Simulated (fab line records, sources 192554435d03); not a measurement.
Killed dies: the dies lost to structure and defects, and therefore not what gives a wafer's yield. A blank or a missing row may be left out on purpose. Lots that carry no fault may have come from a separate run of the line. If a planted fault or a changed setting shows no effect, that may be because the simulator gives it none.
fab line records || flow n5Finfet
record: {"lots": 7, "wafers": 21}
route steps=1938 shown BEOL_M14@1719
startH: hours from the record's first day to the start of the lot's first wafer shown || waitH: hours since the lot's step before || " the same as in the row above || L1.1+2: a row that stands for several wafers || - no value, or no start given || * or withheld: withheld || < > ~ a bound
route shown NAME@n: NAME is a module with steps in the file, n the number in the route of the first one || usual: mean and standard deviation over wafers with no fault || same: alike in all rows || chamber/n: place in a boat || sites: each site's reading || _std_site: their standard deviation || _edge_site: outer sites' mean less inner sites' || radiusMm: how far each site lies from the wafer's centre || mask NAME#n: copy n || behind: tool/chamber where the wafer was last shaped || hold: the reason the lot was held/the length of the hold in hours/how it ended || device: transistor that didn't switch, given as n, p or np || end of line: tests of these same wafers at the route's end || for a step that has no rows: nothing shown but its recipe || killed: dies that structure and defects cost at the first sort, which is not the same as the wafer's yield || map: per-die view of a wafer (x killed, . not killed, _ where there is no die)
set.NAME: the setting the step ran with; set.NAME@STEP: the setting that earlier step ran with || model.NAME: the simulator's own value behind a step, which no gauge read
lots whose settings were changed on purpose; a table a step, a row a wafer
== steps ==
step: N5_BEOL_M14_COAT_04
recipe: {"spinRpm": 1704, "resistThkNm": 800}
{"lot.wafer": "L075.1", "tool": "lithoTrack-04", "chamber": 0, "startH": "-", "waitH": "-", "set.spinRpm": 1704, "model.coat_of_BEOL_M14_COAT_04.thkNm": 800.6}
{"lot.wafer": "L075.2", "tool": "lithoTrack-04", "chamber": 0, "startH": "-", "waitH": "-", "set.spinRpm": 1704, "model.coat_of_BEOL_M14_COAT_04.thkNm": 803}
{"lot.wafer": "L075.6", "tool": "lithoTrack-04", "chamber": 0, "startH": "-", "waitH": "-", "set.spinRpm": 1704, "model.coat_of_BEOL_M14_COAT_04.thkNm": 800.2}
{"lot.wafer": "L077.2", "tool": "lithoTrack-01", "chamber": 0, "startH": "-", "waitH": "-", "set.spinRpm": 1595, "model.coat_of_BEOL_M14_COAT_04.thkNm": 825}
{"lot.wafer": "L077.5+6", "tool": "lithoTrack-01", "chamber": 0, "startH": "-", "waitH": "-", "set.spinRpm": 1704, "model.coat_of_BEOL_M14_COAT_04.thkNm": 798.2}
{"lot.wafer": "L081.1", "tool": "lithoTrack-05", "chamber": 0, "startH": "-", "waitH": "-", "set.spinRpm": 1704, "model.coat_of_BEOL_M14_COAT_04.thkNm": 796.4}
{"lot.wafer": "L081.3", "tool": "lithoTrack-05", "chamber": 0, "startH": "-", "waitH": "-", "set.spinRpm": 1518, "model.coat_of_BEOL_M14_COAT_04.thkNm": 845}
{"lot.wafer": "L081.6", "tool": "lithoTrack-05", "chamber": 0, "startH": "-", "waitH": "-", "set.spinRpm": 1518, "model.coat_of_BEOL_M14_COAT_04.thkNm": 843.2}
{"lot.wafer": "L083.3", "tool": "lithoTrack-05", "chamber": 0, "startH": "-", "waitH": "-", "set.spinRpm": 1844, "model.coat_of_BEOL_M14_COAT_04.thkNm": 764.8}
{"lot.wafer": "L083.4", "tool": "lithoTrack-05", "chamber": 0, "startH": "-", "waitH": "-", "set.spinRpm": 1704, "model.coat_of_BEOL_M14_COAT_04.thkNm": 798.2}
{"lot.wafer": "L083.5", "tool": "lithoTrack-05", "chamber": 0, "startH": "-", "waitH": "-", "set.spinRpm": 1704, "model.coat_of_BEOL_M14_COAT_04.thkNm": 796.8}
{"lot.wafer": "L084.1", "tool": "lithoTrack-05", "chamber": 0, "startH": "-", "waitH": "-", "set.spinRpm": 1777, "model.coat_of_BEOL_M14_COAT_04.thkNm": 779}
{"lot.wafer": "L084.5", "tool": "lithoTrack-05", "chamber": 0, "startH": "-", "waitH": "-", "set.spinRpm": 1777, "model.coat_of_BEOL_M14_COAT_04.thkNm": 780.8}
{"lot.wafer": "L084.6", "tool": "lithoTrack-05", "chamber": 0, "startH": "-", "waitH": "-", "set.spinRpm": 1704, "model.coat_of_BEOL_M14_COAT_04.thkNm": 796}
{"lot.wafer": "L096.1", "tool": "lithoTrack-05", "chamber": 0, "startH": "-", "waitH": "-", "set.spinRpm": 1704, "model.coat_of_BEOL_M14_COAT_04.thkNm": 799}
{"lot.wafer": "L096.4", "tool": "lithoTrack-05", "chamber": 0, "startH": "-", "waitH": "-", "set.spinRpm": 1704, "model.coat_of_BEOL_M14_COAT_04.thkNm": 800.4}
{"lot.wafer": "L096.6", "tool": "lithoTrack-05", "chamber": 0, "startH": "-", "waitH": "-", "set.spinRpm": 1704, "model.coat_of_BEOL_M14_COAT_04.thkNm": 800.2}
{"lot.wafer": "L095.1", "tool": "lithoTrack-01", "chamber": 0, "startH": "-", "waitH": "-", "set.spinRpm": 1704, "model.coat_of_BEOL_M14_COAT_04.thkNm": 795.2}
{"lot.wafer": "L095.2", "tool": "lithoTrack-01", "chamber": 0, "startH": "-", "waitH": "-", "set.spinRpm": 1704, "model.coat_of_BEOL_M14_COAT_04.thkNm": 796.8}
{"lot.wafer": "L095.3", "tool": "lithoTrack-01", "chamber": 0, "startH": "-", "waitH": "-", "set.spinRpm": 1704, "model.coat_of_BEOL_M14_COAT_04.thkNm": 795}
step: N5_BEOL_M14_EBR_06
recipe: {"solvent": "PGMEA", "ebrWidthMm": 1.5}
step: N5_BEOL_M14_SOFTBAKE_05
recipe: {"tempC": 130, "timeS": 60}
step: N5_BEOL_M14_DESCUM_15
recipe: {"chemistry": "O2", "timeS": 7.9, "sourcePowerW": 50, "biasPowerW": 20, "pressureMtorr": 20, "rfFrequencyHz": 2.712e+07, "tempC": 40, "o2FlowSccm": 225}
step: N5_BEOL_M14_ETCH_59
recipe: {"chemistry": "N2/H2", "target": "BARC", "targetDepthA": 890, "overetchA": 267, "timeS": 67.9, "ionEnergyEv": 200, "pressureMtorr": 30, "sourceW": 840, "biasW": 150, "n2FlowSccm": 200, "h2FlowSccm": 200}
{"lot.wafer": "L075.1", "tool": "rieDiel-05", "chamber": 3, "startH": 271.21, "waitH": 0.0, "set.spinRpm@BEOL_M14_COAT_04": 1704, "model.coat_of_BEOL_M14_COAT_04.thkNm": 721}
{"lot.wafer": "L075.2", "tool": "rieDiel-05", "chamber": 1, "startH": 271.21, "waitH": 0.0, "set.spinRpm@BEOL_M14_COAT_04": 1704, "model.coat_of_BEOL_M14_COAT_04.thkNm": 724.4}
{"lot.wafer": "L075.6", "tool": "rieDiel-05", "chamber": 2, "startH": 271.21, "waitH": 0.0, "set.spinRpm@BEOL_M14_COAT_04": 1704, "model.coat_of_BEOL_M14_COAT_04.thkNm": 717.8}
{"lot.wafer": "L077.2", "tool": "rieDiel-01", "chamber": 3, "startH": 285.34, "waitH": 0.0, "set.spinRpm@BEOL_M14_COAT_04": 1595, "model.coat_of_BEOL_M14_COAT_04.thkNm": 743.2}
{"lot.wafer": "L077.5", "tool": "rieDiel-01", "chamber": 2, "startH": 285.34, "waitH": 0.0, "set.spinRpm@BEOL_M14_COAT_04": 1704, "model.coat_of_BEOL_M14_COAT_04.thkNm": 716.8}
{"lot.wafer": "L077.6", "tool": "rieDiel-01", "chamber": 1, "startH": 285.34, "waitH": 0.0, "set.spinRpm@BEOL_M14_COAT_04": 1704, "model.coat_of_BEOL_M14_COAT_04.thkNm": 714.2}
{"lot.wafer": "L081.1", "tool": "rieDiel-05", "chamber": 2, "startH": 308.76, "waitH": 0.0, "set.spinRpm@BEOL_M14_COAT_04": 1704, "model.coat_of_BEOL_M14_COAT_04.thkNm": 712.8}
{"lot.wafer": "L081.3", "tool": "rieDiel-05", "chamber": 0, "startH": 308.76, "waitH": 0.0, "set.spinRpm@BEOL_M14_COAT_04": 1518, "model.coat_of_BEOL_M14_COAT_04.thkNm": 766.2}
{"lot.wafer": "L081.6", "tool": "rieDiel-05", "chamber": 0, "startH": 308.76, "waitH": 0.0, "set.spinRpm@BEOL_M14_COAT_04": 1518, "model.coat_of_BEOL_M14_COAT_04.thkNm": 763.8}
{"lot.wafer": "L083.3", "tool": "rieDiel-01", "chamber": 3, "startH": 312.39, "waitH": 0.0, "set.spinRpm@BEOL_M14_COAT_04": 1844, "model.coat_of_BEOL_M14_COAT_04.thkNm": 683.2}
{"lot.wafer": "L083.4", "tool": "rieDiel-01", "chamber": 0, "startH": 312.39, "waitH": 0.0, "set.spinRpm@BEOL_M14_COAT_04": 1704, "model.coat_of_BEOL_M14_COAT_04.thkNm": 713.8}
{"lot.wafer": "L083.5", "tool": "rieDiel-01", "chamber": 2, "startH": 312.39, "waitH": 0.0, "set.spinRpm@BEOL_M14_COAT_04": 1704, "model.coat_of_BEOL_M14_COAT_04.thkNm": 716}
{"lot.wafer": "L084.1", "tool": "rieDiel-05", "chamber": 0, "startH": 313.34, "waitH": 0.0, "set.spinRpm@BEOL_M14_COAT_04": 1777, "model.coat_of_BEOL_M14_COAT_04.thkNm": 700.2}
{"lot.wafer": "L084.5", "tool": "rieDiel-05", "chamber": 3, "startH": 313.34, "waitH": 0.0, "set.spinRpm@BEOL_M14_COAT_04": 1777, "model.coat_of_BEOL_M14_COAT_04.thkNm": 700.6}
{"lot.wafer": "L084.6", "tool": "rieDiel-05", "chamber": 0, "startH": 313.34, "waitH": 0.0, "set.spinRpm@BEOL_M14_COAT_04": 1704, "model.coat_of_BEOL_M14_COAT_04.thkNm": 716.8}
{"lot.wafer": "L096.1", "tool": "rieDiel-05", "chamber": 2, "startH": 383.65, "waitH": 0.0, "set.spinRpm@BEOL_M14_COAT_04": 1704, "model.coat_of_BEOL_M14_COAT_04.thkNm": 714.6}
{"lot.wafer": "L096.4", "tool": "rieDiel-05", "chamber": 1, "startH": 383.65, "waitH": 0.0, "set.spinRpm@BEOL_M14_COAT_04": 1704, "model.coat_of_BEOL_M14_COAT_04.thkNm": 718.4}
{"lot.wafer": "L096.6", "tool": "rieDiel-05", "chamber": 2, "startH": 383.65, "waitH": 0.0, "set.spinRpm@BEOL_M14_COAT_04": 1704, "model.coat_of_BEOL_M14_COAT_04.thkNm": 715.4}
{"lot.wafer": "L095.1", "tool": "rieDiel-02", "chamber": 3, "startH": 389.82, "waitH": 0.0, "set.spinRpm@BEOL_M14_COAT_04": 1704, "model.coat_of_BEOL_M14_COAT_04.thkNm": 712}
{"lot.wafer": "L095.2", "tool": "rieDiel-02", "chamber": 2, "startH": 389.82, "waitH": 0.0, "set.spinRpm@BEOL_M14_COAT_04": 1704, "model.coat_of_BEOL_M14_COAT_04.thkNm": 717.6}
{"lot.wafer": "L095.3", "tool": "rieDiel-02", "chamber": 1, "startH": 389.82, "waitH": 0.0, "set.spinRpm@BEOL_M14_COAT_04": 1704, "model.coat_of_BEOL_M14_COAT_04.thkNm": 716.4}
step: N5_BEOL_M14_VIA_ETCH_16
recipe: {"chemistry": "C4F8/O2/Ar", "target": "SiO2", "heInnerTorr": 15, "heOuterTorr": 30, "targetDepthA": 12313, "timeS": "withheld", "ionEnergyEv": 800, "pressureMtorr": 20, "sourceW": 1905, "biasW": 2040, "Ar_flow_sccm": 400, "C4F8_flow_sccm": 16, "O2_flow_sccm": 12, "ends": "cleared"}
{"lot.wafer": "L075.1", "tool": "rieDiel-05", "chamber": 3, "startH": 271.26, "waitH": 0.0, "set.timeS@BEOL_M14_ILD_DEP_00": "*", "model.etch.depthNm": 909, "model.coat_of_BEOL_M14_COAT_04.thkNm": 510}
{"lot.wafer": "L075.2", "tool": "rieDiel-05", "chamber": 1, "startH": 271.26, "waitH": 0.0, "set.timeS@BEOL_M14_ILD_DEP_00": "*", "model.etch.depthNm": 1126, "model.coat_of_BEOL_M14_COAT_04.thkNm": 456.2}
{"lot.wafer": "L075.6", "tool": "rieDiel-05", "chamber": 2, "startH": 271.26, "waitH": 0.0, "set.timeS@BEOL_M14_ILD_DEP_00": "*", "model.etch.depthNm": 1080, "model.coat_of_BEOL_M14_COAT_04.thkNm": 463.2}
{"lot.wafer": "L077.2", "tool": "rieDiel-01", "chamber": 3, "startH": 285.39, "waitH": 0.0, "set.timeS@BEOL_M14_ILD_DEP_00": "*", "model.etch.depthNm": 1082, "model.coat_of_BEOL_M14_COAT_04.thkNm": 487}
{"lot.wafer": "L077.5", "tool": "rieDiel-01", "chamber": 2, "startH": 285.39, "waitH": 0.0, "set.timeS@BEOL_M14_ILD_DEP_00": "*", "model.etch.depthNm": 1202, "model.coat_of_BEOL_M14_COAT_04.thkNm": 430}
{"lot.wafer": "L077.6", "tool": "rieDiel-01", "chamber": 1, "startH": 285.39, "waitH": 0.0, "set.timeS@BEOL_M14_ILD_DEP_00": "*", "model.etch.depthNm": 1239, "model.coat_of_BEOL_M14_COAT_04.thkNm": 416}
{"lot.wafer": "L081.1", "tool": "rieDiel-05", "chamber": 2, "startH": 308.81, "waitH": 0.0, "set.timeS@BEOL_M14_ILD_DEP_00": "*", "model.etch.depthNm": 1168, "model.coat_of_BEOL_M14_COAT_04.thkNm": 437.4}
{"lot.wafer": "L081.3", "tool": "rieDiel-05", "chamber": 0, "startH": 308.81, "waitH": 0.0, "set.timeS@BEOL_M14_ILD_DEP_00": "*", "model.etch.depthNm": 1100, "model.coat_of_BEOL_M14_COAT_04.thkNm": 501.4}
{"lot.wafer": "L081.6", "tool": "rieDiel-05", "chamber": 0, "startH": 308.81, "waitH": 0.0, "set.timeS@BEOL_M14_ILD_DEP_00": "*", "model.etch.depthNm": 1139, "model.coat_of_BEOL_M14_COAT_04.thkNm": 489.6}
{"lot.wafer": "L083.3", "tool": "rieDiel-01", "chamber": 3, "startH": 312.44, "waitH": 0.0, "set.timeS@BEOL_M14_ILD_DEP_00": "*", "model.etch.depthNm": 1258, "model.coat_of_BEOL_M14_COAT_04.thkNm": 385.2}
{"lot.wafer": "L083.4", "tool": "rieDiel-01", "chamber": 0, "startH": 312.44, "waitH": 0.0, "set.timeS@BEOL_M14_ILD_DEP_00": "*", "model.etch.depthNm": 1123, "model.coat_of_BEOL_M14_COAT_04.thkNm": 446.8}
{"lot.wafer": "L083.5", "tool": "rieDiel-01", "chamber": 2, "startH": 312.44, "waitH": 0.0, "set.timeS@BEOL_M14_ILD_DEP_00": "*", "model.etch.depthNm": 1264, "model.coat_of_BEOL_M14_COAT_04.thkNm": 414.4}
{"lot.wafer": "L084.1", "tool": "rieDiel-05", "chamber": 0, "startH": 313.39, "waitH": 0.0, "set.timeS@BEOL_M14_ILD_DEP_00": "*", "model.etch.depthNm": 1124, "model.coat_of_BEOL_M14_COAT_04.thkNm": 429.6}
{"lot.wafer": "L084.5", "tool": "rieDiel-05", "chamber": 3, "startH": 313.39, "waitH": 0.0, "set.timeS@BEOL_M14_ILD_DEP_00": "*", "model.etch.depthNm": 1097, "model.coat_of_BEOL_M14_COAT_04.thkNm": 446}
{"lot.wafer": "L084.6", "tool": "rieDiel-05", "chamber": 0, "startH": 313.39, "waitH": 0.0, "set.timeS@BEOL_M14_ILD_DEP_00": "*", "model.etch.depthNm": 1141, "model.coat_of_BEOL_M14_COAT_04.thkNm": 442}
{"lot.wafer": "L096.1", "tool": "rieDiel-05", "chamber": 2, "startH": 383.71, "waitH": 0.0, "set.timeS@BEOL_M14_ILD_DEP_00": "*", "model.etch.depthNm": 1098, "model.coat_of_BEOL_M14_COAT_04.thkNm": 456}
{"lot.wafer": "L096.4", "tool": "rieDiel-05", "chamber": 1, "startH": 383.71, "waitH": 0.0, "set.timeS@BEOL_M14_ILD_DEP_00": "*", "model.etch.depthNm": 994.3, "model.coat_of_BEOL_M14_COAT_04.thkNm": 481.6}
{"lot.wafer": "L096.6", "tool": "rieDiel-05", "chamber": 2, "startH": 383.71, "waitH": 0.0, "set.timeS@BEOL_M14_ILD_DEP_00": "*", "model.etch.depthNm": 999.3, "model.coat_of_BEOL_M14_COAT_04.thkNm": 480}
{"lot.wafer": "L095.1", "tool": "rieDiel-02", "chamber": 3, "startH": 389.88, "waitH": 0.0, "set.timeS@BEOL_M14_ILD_DEP_00": "*", "model.etch.depthNm": 1088, "model.coat_of_BEOL_M14_COAT_04.thkNm": 455.8}
{"lot.wafer": "L095.2", "tool": "rieDiel-02", "chamber": 2, "startH": 389.88, "waitH": 0.0, "set.timeS@BEOL_M14_ILD_DEP_00": "*", "model.etch.depthNm": 1103, "model.coat_of_BEOL_M14_COAT_04.thkNm": 457.4}
{"lot.wafer": "L095.3", "tool": "rieDiel-02", "chamber": 1, "startH": 389.88, "waitH": 0.0, "set.timeS@BEOL_M14_ILD_DEP_00": "*", "model.etch.depthNm": 1118, "model.coat_of_BEOL_M14_COAT_04.thkNm": 456.6}
step: N5_BEOL_M14_DEP_53
recipe: {"material": "SiCN", "targetThkA": 500, "tempC": "withheld", "precursor": "3MS/NH3", "pressureTorr": 3, "rfW": 675, "timeS": 17.8}
{"lot.wafer": "L075.1", "tool": "pecvd-01", "chamber": 0, "startH": 274.56, "waitH": 0.0, "set.timeS": 17.8, "model.SiCN_of_BEOL_M14_DEP_53.thkNm": 49.4}
{"lot.wafer": "L075.2", "tool": "pecvd-01", "chamber": 1, "startH": 274.56, "waitH": 0.0, "set.timeS": 17.8, "model.SiCN_of_BEOL_M14_DEP_53.thkNm": 49.6}
{"lot.wafer": "L075.6", "tool": "pecvd-01", "chamber": 2, "startH": 274.56, "waitH": 0.0, "set.timeS": 17.1, "model.SiCN_of_BEOL_M14_DEP_53.thkNm": 48.8}
{"lot.wafer": "L077.2", "tool": "pecvd-04", "chamber": 1, "startH": 291.18, "waitH": 0.0, "set.timeS": 15.85, "model.SiCN_of_BEOL_M14_DEP_53.thkNm": 45}
{"lot.wafer": "L077.5", "tool": "pecvd-04", "chamber": 2, "startH": 291.18, "waitH": 0.0, "set.timeS": 15.85, "model.SiCN_of_BEOL_M14_DEP_53.thkNm": 45.4}
{"lot.wafer": "L077.6", "tool": "pecvd-04", "chamber": 0, "startH": 291.18, "waitH": 0.0, "set.timeS": 17.8, "model.SiCN_of_BEOL_M14_DEP_53.thkNm": 50.4}
{"lot.wafer": "L081.1", "tool": "pecvd-02", "chamber": 1, "startH": 314.19, "waitH": 0.0, "set.timeS": 15.93, "model.SiCN_of_BEOL_M14_DEP_53.thkNm": 45.6}
{"lot.wafer": "L081.3", "tool": "pecvd-02", "chamber": 0, "startH": 314.19, "waitH": 0.0, "set.timeS": 17.8, "model.SiCN_of_BEOL_M14_DEP_53.thkNm": 50.8}
{"lot.wafer": "L081.6", "tool": "pecvd-02", "chamber": 1, "startH": 314.19, "waitH": 0.0, "set.timeS": 15.93, "model.SiCN_of_BEOL_M14_DEP_53.thkNm": 46}
{"lot.wafer": "L083.3", "tool": "pecvd-02", "chamber": 0, "startH": 315.96, "waitH": 0.0, "set.timeS": 17.8, "model.SiCN_of_BEOL_M14_DEP_53.thkNm": 50.8}
{"lot.wafer": "L083.4", "tool": "pecvd-02", "chamber": 0, "startH": 315.96, "waitH": 0.0, "set.timeS": 18.74, "model.SiCN_of_BEOL_M14_DEP_53.thkNm": 54.8}
{"lot.wafer": "L083.5", "tool": "pecvd-02", "chamber": 1, "startH": 315.96, "waitH": 0.0, "set.timeS": 17.8, "model.SiCN_of_BEOL_M14_DEP_53.thkNm": 51.4}
{"lot.wafer": "L084.1", "tool": "pecvd-04", "chamber": 2, "startH": 316.56, "waitH": 0.0, "set.timeS": 17.8, "model.SiCN_of_BEOL_M14_DEP_53.thkNm": 49.2}
{"lot.wafer": "L084.5", "tool": "pecvd-04", "chamber": 1, "startH": 316.56, "waitH": 0.0, "set.timeS": 15.62, "model.SiCN_of_BEOL_M14_DEP_53.thkNm": 45}
{"lot.wafer": "L084.6", "tool": "pecvd-04", "chamber": 0, "startH": 316.56, "waitH": 0.0, "set.timeS": 15.62, "model.SiCN_of_BEOL_M14_DEP_53.thkNm": 44}
{"lot.wafer": "L096.1", "tool": "pecvd-02", "chamber": 2, "startH": 388.38, "waitH": 0.0, "set.timeS": 16.37, "model.SiCN_of_BEOL_M14_DEP_53.thkNm": 46.2}
{"lot.wafer": "L096.4", "tool": "pecvd-02", "chamber": 0, "startH": 388.38, "waitH": 0.0, "set.timeS": 16.37, "model.SiCN_of_BEOL_M14_DEP_53.thkNm": 46.8}
{"lot.wafer": "L096.6", "tool": "pecvd-02", "chamber": 2, "startH": 388.38, "waitH": 0.0, "set.timeS": 17.8, "model.SiCN_of_BEOL_M14_DEP_53.thkNm": 50.4}
{"lot.wafer": "L095.1", "tool": "pecvd-01", "chamber": 2, "startH": 393.75, "waitH": 0.0, "set.timeS": 17.8, "model.SiCN_of_BEOL_M14_DEP_53.thkNm": 50}
{"lot.wafer": "L095.2", "tool": "pecvd-01", "chamber": 0, "startH": 393.75, "waitH": 0.0, "set.timeS": 17.8, "model.SiCN_of_BEOL_M14_DEP_53.thkNm": 49.2}
{"lot.wafer": "L095.3", "tool": "pecvd-01", "chamber": 0, "startH": 393.75, "waitH": 0.0, "set.timeS": 17.8, "model.SiCN_of_BEOL_M14_DEP_53.thkNm": 51.2}
== key ==
split: {"step": "N5_BEOL_M14_COAT_04", "setting": "spinRpm", "stated": 1704, "by": "wafer"}
response: {"step": "N5_BEOL_M14_COAT_04", "reading": "model.coat_of_BEOL_M14_COAT_04.thkNm", "change": -4.19, "per": "1%", "r": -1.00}
response: {"step": "N5_BEOL_M14_ETCH_59", "reading": "model.coat_of_BEOL_M14_COAT_04.thkNm", "change": -4.38, "per": "1%", "r": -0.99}
split: {"step": "N5_BEOL_M14_DEP_53", "setting": "timeS", "stated": 17.8, "by": "wafer"}
response: {"step": "N5_BEOL_M14_DEP_53", "reading": "model.SiCN_of_BEOL_M14_DEP_53.thkNm", "change": "+0.452", "per": "1%", "r": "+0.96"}
split outsideThisFile step=N5_BEOL_M14_ILD_DEP_00 setting=timeS
split outsideThisFile: this setting was split too, and the file shows its column; the key of that split is in another file
